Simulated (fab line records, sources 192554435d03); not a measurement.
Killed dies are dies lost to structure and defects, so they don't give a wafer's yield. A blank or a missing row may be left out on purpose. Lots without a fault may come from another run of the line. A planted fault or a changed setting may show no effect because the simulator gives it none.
Chamber matching | flow n5_finfet | N5_BEOL_M0_SAQP_MANDREL_ETCH_20 on rie_si-04: 4 sister chambers
The step etches a-Si in HBr/Cl2, stops on SiNx, target depth 60 nm, bt time 10 s, time 30 s. 4 wafers are shown with their chamber, then 7 later ones without.

WAFERS WITH THEIR CHAMBER
wafer  | chamber | throttle_valve_pct (%)
L080.3 | 0       | 35.26
L086.6 | 1       | 35.40
L087.2 | 2       | 35.33
L087.3 | 3       | 35.99

WAFERS WITHOUT THEIR CHAMBER
wafer  | throttle_valve_pct (%)
L087.6 | 35.25
L090.1 | 35.98
L090.3 | 35.33
L090.5 | 35.34
L094.2 | 35.25
L094.3 | 36.01
L094.5 | 35.27

WHICH CHAMBER EACH WENT THROUGH
wafer  | from the rows above | in truth
L087.6 | 0                   | 0
L090.1 | 3                   | 3
L090.3 | 2                   | 2
L090.5 | 2                   | 2
L094.2 | 0                   | 0
L094.3 | 3                   | 3
L094.5 | 0                   | 0
Placed correctly: 7 of 7. Can't be placed from these rows: 0. Placed wrongly: 0.
How it was worked out, from the rows above alone: a wafer's distance from a chamber is the root of the sum, over the readings, of the square of ((its reading less the chamber's mean) divided by the reading's scatter). The wafer belongs to the nearest chamber; if the next one is less than 2 further off, it can't be placed. A chamber's mean is the mean of its shown wafers. The scatter: with one shown wafer a chamber, the root of the mean of the squares of how far each hidden wafer lies from its nearest shown one.
